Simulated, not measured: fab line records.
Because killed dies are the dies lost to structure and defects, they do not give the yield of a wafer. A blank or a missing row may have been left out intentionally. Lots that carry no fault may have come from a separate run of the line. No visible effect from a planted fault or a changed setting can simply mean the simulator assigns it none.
fab line records    flow nandHarc
[record] lots = 6  wafers = 18  lastDay = 23
route steps=1159 shown A_STAIRCASE@585
lots that met no fault: taken from a fault-free run of the same line
startH: start of the lot's first displayed wafer, in hours after the record's first day    waitH: hours elapsed since this lot's preceding step    " repeats the value in the row above    L1.1+2: one row covering several wafers at once    - no value, or no start given    * or withheld: withheld    < > ~ a bound
route shown NAME@n: a module of which the file shows steps, and the number in the route of the first    usual: mean and standard deviation over wafers with no fault    same: alike in all rows    chamber/n: place in a boat    sites: the reading at each site    _std_site: their standard deviation    _edge_site: mean of outer sites minus mean of inner sites    radiusMm: for every site, how far away it sits from the centre of the wafer    mask NAME#n: copy n    behind: tool/chamber where the wafer was last shaped    hold: why the lot went on hold/how many hours it stayed there/how the hold came to an end    device: whichever transistor did not switch (one of n, p or np)    end of line: the route-end tests of the same wafers    a step given without rows: its recipe and nothing more    killed: not the wafer's yield, but the dies lost to structure and defects at the first sort    map: a wafer's dies, x killed, . not, _ none there
set.NAME: the setting that was run; set.NAME@STEP: the one run at that earlier step    model.NAME: the simulator's own value behind a step, which no gauge read
certain route steps with their lots: each step a table, each wafer a row
services: from which hour (startH, from the record's first day; less than 0 if before it) a tool's chamber was out of use, for how many hours, and why
[[steps]]
[step NHARC_A_STAIRCASE_TRIM_191]
[recipe] timeS = 211.2  o2FlowSccm = 500  arFlowSccm = 0  biasW = 0  chemistry = O2
[step NHARC_A_STAIRCASE_ETCH_192]
[recipe] targetDepthA = 1000  timeS = 40.5  ionEnergyEv = 400  c4f8FlowSccm = 20  o2FlowSccm = 10  arFlowSccm = withheld  rfW = 600  biasW = 1000  chemistry = C4F8/O2
[step NHARC_A_STAIRCASE_TRIM_193]
[recipe] timeS = 211.2  o2FlowSccm = 500  arFlowSccm = 0  biasW = 0  chemistry = O2
[usual] drypumpMotorCurrentA = 5.8/0.64  o2FlowSccm = 500.2/1.7  oesProductAu = 0.998/0.014  rfVppV = 57.7/0.92  showerheadPlenumPTorr = 3.54/0.19  throttleValvePct = 17.036/0.0093
lot.wafer  tool        chamber  startH  waitH  drypumpMotorCurrentA  o2FlowSccm  oesProductAu  rfHoursCounterH  rfVppV  showerheadPlenumPTorr  throttleValvePct
L805.2     rieDiel-03  2        -       -      5.5                   497.7       1.016         12               58.7    3.77                   17.049
L805.1     "           3        "       "      5.6                   498.8       0.988         11               56.6    3.32                   17.031
L805.5     "           2        "       "      5.5                   498.5       1.002         -                58.5    3.77                   17.034
L804.4     rieDiel-02  2        -       -      6.8                   501.6       0.990         40               57.6    3.60                   17.031
L804.2     "           0        "       "      4.9                   498.8       0.983         38               59.0    3.79                   17.041
L804.5     "           1        "       "      6.6                   496.8       0.999         -                59.1    3.68                   17.026
L820.4     rieDiel-03  3        -       -      5.5                   501.2       0.994         45               56.2    3.31                   17.021
L820.6     "           1        "       "      5.2                   500.6       0.996         -                57.6    3.43                   17.038
L820.5     "           2        "       "      5.5                   495.6       1.009         -                58.3    3.76                   17.026
L818.3     rieDiel-03  2        -       -      5.5                   500.3       1.002         34               56.6    3.76                   17.027
L818.4     "           3        "       "      5.6                   496.3       0.991         46               56.6    3.31                   17.051
L818.6     "           0        "       "      5.7                   499.5       1.006         -                57.2    3.75                   17.040
L819.1     rieDiel-11  1        -       -      5.5                   497.8       0.980         54               57.0    3.31                   17.032
L819.3     "           3        "       "      5.4                   500.4       0.982         51               56.8    3.34                   17.054
L819.5     "           1        "       "      5.5                   503.4       0.988         -                57.4    3.31                   17.039
L822.1     rieDiel-02  0        -       -      4.9                   501.5       0.997         5                59.1    3.77                   17.033
L822.3     "           2        "       "      6.8                   502.6       1.012         5                57.6    3.58                   17.039
L822.2     "           3        "       "      5.5                   498.7       0.995         5                55.5    3.40                   17.034
[step NHARC_A_STAIRCASE_ETCH_194]
[recipe] targetDepthA = 1000  timeS = 40.5  ionEnergyEv = 400  c4f8FlowSccm = 20  o2FlowSccm = 10  arFlowSccm = withheld  rfW = 600  biasW = 1000  chemistry = C4F8/O2
[step NHARC_A_STAIRCASE_TRIM_196]
[recipe] timeS = 211.2  o2FlowSccm = 500  arFlowSccm = 0  biasW = 0  chemistry = O2
[usual] drypumpMotorCurrentA = 5.8/0.64  o2FlowSccm = 500.0/1.5  oesProductAu = 0.996/0.014  rfVppV = 57.7/0.97  showerheadPlenumPTorr = 3.51/0.19  throttleValvePct = 17.037/0.0087
lot.wafer  tool        chamber  startH  waitH  drypumpMotorCurrentA  o2FlowSccm  oesProductAu  rfHoursCounterH  rfVppV  showerheadPlenumPTorr  throttleValvePct
L805.1     rieDiel-11  0        254.55  0.1    6.9                   500.1       0.987         20               57.4    3.80                   17.041
L805.2     "           2        "       "      6.1                   498.9       1.005         21               56.3    3.32                   17.027
L805.5     "           0        "       "      6.9                   499.2       0.993         -                59.9    3.80                   17.029
L804.4     rieDiel-02  3        255.01  0.1    5.5                   500.3       1.022         38               56.9    3.42                   17.028
L804.2     "           0        "       "      4.9                   498.3       0.992         38               59.3    3.79                   17.043
L804.5     "           3        "       "      5.5                   499.8       1.013         -                57.4    3.42                   17.024
L820.6     rieDiel-11  3        336.17  0.2    5.4                   500.6       0.993         -                58.0    3.34                   17.033
L820.5     "           0        "       "      6.9                   500.8       1.018         -                58.5    3.78                   17.035
L820.4     "           1        "       "      5.5                   498.3       0.990         -                57.3    3.31                   17.025
L818.3     rieDiel-02  2        337.13  0.1    6.8                   498.3       1.023         0                59.2    3.58                   17.032
L818.4     "           3        "       "      5.5                   501.9       0.980         0                57.1    3.41                   17.050
L818.6     "           2        "       "      6.8                   499.2       1.022         -                57.5    3.58                   17.032
L819.1     rieDiel-02  3        342.24  0.1    5.5                   502.0       0.993         2                57.6    3.41                   17.034
L819.3     "           1        "       "      6.6                   500.5       1.016         2                57.4    3.66                   17.042
L819.5     "           0        "       "      4.9                   501.2       1.001         -                60.1    3.77                   17.040
L822.1     rieDiel-11  2        349.03  0.1    6.1                   500.1       0.996         53               57.6    3.30                   17.026
L822.2     "           3        "       "      5.3                   499.5       0.968         54               57.2    3.34                   17.039
L822.3     "           1        "       "      5.5                   502.4       0.976         57               57.7    3.31                   17.026
[step NHARC_A_STAIRCASE_ETCH_197]
[recipe] targetDepthA = 1000  timeS = 40.5  ionEnergyEv = 400  c4f8FlowSccm = 20  o2FlowSccm = 10  arFlowSccm = withheld  rfW = 600  biasW = 1000  chemistry = C4F8/O2
[usual] oesProductAu = 0.943/0.02  rfVppV = 896/7  runLengthS = 61.8/0.31
lot.wafer  tool        chamber  startH  waitH  oesProductAu  rfHoursCounterH  rfVppV  runLengthS
L805.1     rieDiel-11  1        -       -      0.943         20               889     61.1
L805.2     "           3        "       "      0.950         20               890     62.1
L805.5     "           0        "       "      0.965         -                906     62.0
L804.2     rieDiel-02  1        -       -      0.958         38               900     61.6
L804.4     "           3        "       "      0.966         38               891     61.6
L804.5     "           1        "       "      0.946         -                900     61.6
L820.6     rieDiel-11  1        -       -      0.919         -                888     61.4
L820.4     "           3        "       "      0.915         -                891     61.6
L820.5     "           0        "       "      0.937         -                904     61.7
L818.4     rieDiel-02  0        -       -      0.970         0                907     62.2
L818.3     "           2        "       "      0.976         0                898     61.6
L818.6     "           3        "       "      0.957         -                892     62.2
L819.3     rieDiel-02  0        -       -      0.956         2                905     62.0
L819.1     "           2        "       "      0.996         2                897     62.2
L819.5     "           3        "       "      0.953         -                891     61.6
L822.2     rieDiel-11  3        -       -      0.898         54               889     61.6
L822.1     "           0        "       "      0.909         49               904     61.9
L822.3     "           2        "       "      0.923         53               888     62.4
[step NHARC_A_STAIRCASE_TRIM_198]
[recipe] timeS = 211.2  o2FlowSccm = 500  arFlowSccm = 0  biasW = 0  chemistry = O2
[usual] drypumpMotorCurrentA = 5.9/0.65  o2FlowSccm = 500.1/1.4  oesProductAu = 0.997/0.015  rfVppV = 57.8/0.99  showerheadPlenumPTorr = 3.52/0.19  throttleValvePct = 17.036/0.0094
lot.wafer  tool        chamber  startH  waitH  drypumpMotorCurrentA  o2FlowSccm  oesProductAu  rfHoursCounterH  rfVppV  showerheadPlenumPTorr  throttleValvePct
L805.1     rieDiel-11  3        -       -      5.3                   498.1       0.975         20               57.1    3.35                   17.029
L805.2     "           2        "       "      6.1                   498.3       1.023         21               57.1    3.32                   17.032
L805.5     "           3        "       "      5.4                   501.2       0.980         -                56.7    3.35                   17.027
L804.2     rieDiel-02  3        -       -      5.5                   500.9       1.019         38               56.7    3.42                   17.038
L804.4     "           1        "       "      6.6                   499.8       1.003         38               57.0    3.68                   17.036
L804.5     "           3        "       "      5.5                   501.5       1.030         -                56.7    3.42                   17.039
L820.6     rieDiel-11  1        -       -      5.5                   500.7       0.978         -                56.4    3.31                   17.045
L820.4     "           3        "       "      5.4                   503.0       0.975         -                59.1    3.34                   17.037
L820.5     "           0        "       "      6.8                   498.0       0.992         -                58.9    3.78                   17.045
L818.3     rieDiel-02  0        -       -      4.9                   500.2       1.006         0                58.5    3.77                   17.030
L818.4     "           1        "       "      6.6                   499.8       1.021         0                56.9    3.66                   17.038
L818.6     "           1        "       "      6.6                   501.8       1.014         -                57.9    3.66                   17.029
L819.1     rieDiel-02  1        -       -      6.6                   500.5       1.028         2                58.0    3.66                   17.026
L819.3     "           2        "       "      6.8                   503.5       1.011         2                59.0    3.58                   17.035
L819.5     "           3        "       "      5.5                   499.0       0.997         -                58.7    3.41                   17.045
L822.3     rieDiel-11  2        -       -      6.1                   498.5       1.001         53               56.3    3.30                   17.013
L822.2     "           0        "       "      6.9                   496.4       0.998         49               58.5    3.78                   17.035
L822.1     "           1        "       "      5.5                   501.5       0.979         57               57.2    3.31                   17.038
[step NHARC_A_STAIRCASE_ETCH_199]
[recipe] targetDepthA = 1000  timeS = 40.5  ionEnergyEv = 400  c4f8FlowSccm = 20  o2FlowSccm = 10  arFlowSccm = withheld  rfW = 600  biasW = 1000  chemistry = C4F8/O2
[step NHARC_A_STAIRCASE_TRIM_200]
[recipe] timeS = 211.2  o2FlowSccm = 500  arFlowSccm = 0  biasW = 0  chemistry = O2
[step NHARC_A_STAIRCASE_ETCH_201]
[recipe] targetDepthA = 1000  timeS = 40.5  ionEnergyEv = 400  c4f8FlowSccm = 20  o2FlowSccm = 10  arFlowSccm = withheld  rfW = 600  biasW = 1000  chemistry = C4F8/O2
[usual] oesProductAu = 0.940/0.017  rfVppV = 895/6.7  runLengthS = 61.8/0.31
lot.wafer  tool        chamber  startH  waitH  oesProductAu  rfHoursCounterH  rfVppV  runLengthS
L805.2     rieDiel-11  1        -       -      0.933         20               889     61.3
L805.1     "           2        "       "      0.963         21               891     61.8
L805.5     "           0        "       "      0.942         -                906     62.0
L804.4     rieDiel-02  1        -       -      0.951         38               901     61.8
L804.2     "           3        "       "      0.961         39               893     61.8
L804.5     "           2        "       "      0.941         -                897     61.7
L820.4     rieDiel-11  3        -       -      0.923         49               888     61.9
L820.5     "           1        "       "      0.913         -                887     61.2
L820.6     "           2        "       "      0.939         -                888     62.0
L818.4     rieDiel-02  1        -       -      0.959         0                900     61.4
L818.3     "           3        "       "      0.955         0                891     61.7
L818.6     "           1        "       "      0.965         -                900     61.9
L819.3     rieDiel-02  2        -       -      0.962         2                898     62.3
L819.1     "           3        "       "      0.926         2                892     61.8
L819.5     "           2        "       "      0.957         -                896     62.2
L822.3     rieDiel-11  0        -       -      0.931         49               904     62.5
L822.2     "           1        "       "      0.907         57               888     61.7
L822.1     "           3        "       "      0.918         54               889     62.0
[step NHARC_A_STAIRCASE_TRIM_202]
[recipe] timeS = 211.2  o2FlowSccm = 500  arFlowSccm = 0  biasW = 0  chemistry = O2
[step NHARC_A_STAIRCASE_ETCH_203]
[recipe] targetDepthA = 1000  timeS = 40.5  ionEnergyEv = 400  c4f8FlowSccm = 20  o2FlowSccm = 10  arFlowSccm = withheld  rfW = 600  biasW = 1000  chemistry = C4F8/O2
[usual] oesProductAu = 0.940/0.017  rfVppV = 896/6.9  runLengthS = 61.8/0.31
lot.wafer  tool        chamber  startH  waitH  oesProductAu  rfHoursCounterH  rfVppV  runLengthS
L805.1     rieDiel-11  0        255.49  -      0.936         20               905     62.0
L805.2     "           2        "       "      0.946         21               886     61.9
L805.5     "           3        "       "      0.911         -                891     61.9
L804.4     rieDiel-02  0        255.90  -      0.934         39               905     61.6
L804.2     "           2        "       "      0.933         40               898     62.1
L804.5     "           3        "       "      0.962         -                891     61.5
L820.4     rieDiel-11  3        337.19  -      0.929         49               888     61.9
L820.6     "           0        "       "      0.931         -                905     62.4
L820.5     "           1        "       "      0.911         -                889     61.4
L818.4     rieDiel-02  0        338.03  -      0.944         0                905     50.3
L818.3     "           2        "       "      0.972         0                897     50.2
L818.6     "           0        "       "      0.944         -                903     50.6
L819.3     rieDiel-02  2        343.14  -      0.986         2                898     50.3
L819.1     "           3        "       "      0.938         2                892     50.7
L819.5     "           1        "       "      0.981         -                901     49.9
L822.2     rieDiel-11  0        349.96  -      0.946         49               906     61.7
L822.3     "           1        "       "      0.952         57               887     61.3
L822.1     "           3        "       "      0.934         54               889     61.9
[[services]]
tool        chamber  startH  hours  kind
rieDiel-02  0        233.35  -      clean
rieDiel-02  1        233.35  -      clean
rieDiel-02  2        233.35  -      clean
rieDiel-02  3        233.35  -      clean
rieDiel-02  3        238.15  6.9    repair
rieDiel-02  0        257.85  -      clean
rieDiel-02  1        257.85  -      clean
rieDiel-02  2        257.85  -      clean
rieDiel-02  3        257.85  -      clean
rieDiel-02  0        282.35  -      clean
rieDiel-02  1        282.35  -      clean
rieDiel-02  2        282.35  -      clean
rieDiel-02  3        282.35  -      clean
rieDiel-11  0        306.26  16.5   repair
rieDiel-02  0        306.92  -      clean
rieDiel-02  1        306.92  -      clean
rieDiel-02  2        306.92  -      clean
rieDiel-02  3        306.92  -      clean
rieDiel-11  1        308.35  5.1    repair
rieDiel-03  2        312.97  20.5   repair
rieDiel-02  -        327.80  9.0    pm
rieDiel-02  0        327.80  9.0    ventCycle
rieDiel-02  1        327.80  9.0    ventCycle
rieDiel-11  2        329.28  7.2    repair
[[key]]
[firstSign] step = NHARC_A_STAIRCASE_ETCH_203  reading = runLengthS  direction = down  sigmas = 37  usual = *  struck = *
effect none on later readings
metAt NHARC_A_STAIRCASE_ETCH_203
struckWafers L818.3,L818.4,L818.6,L819.1,L819.3,L819.5
laterRowsLeftOut L818.3,L818.4,L818.6,L819.1,L819.3,L819.5
sortLeftOut L818.3,L818.4,L818.6,L819.1,L819.3,L819.5
testerLeftOut L818,L819
onsetBetween 255.90 338.03
[fault] kind = processParameterDrift  tool = rieDiel-02  chamber = -  onsetH = 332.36  steps = NHARC_A_STAIRCASE_ETCH_203  channel = timeS  offset = *  shape = step  endH = 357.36  actsIn = *  stated = *
// testerLeftOut: of these lots the tester's yield and bins aren't shown, on N5 and GAA mostly nor the transistor test; their killed dies are dies lost to structure and defects alone, not to doping, threshold or leakage, so they don't give the yield
// sortLeftOut: the simulated sort isn't trusted on such a fault, so these wafers' sort isn't shown, and their yield isn't known
// laterRowsLeftOut: the simulator's readings of these wafers behind a module that went badly wrong aren't trusted and aren't shown, but for the sort
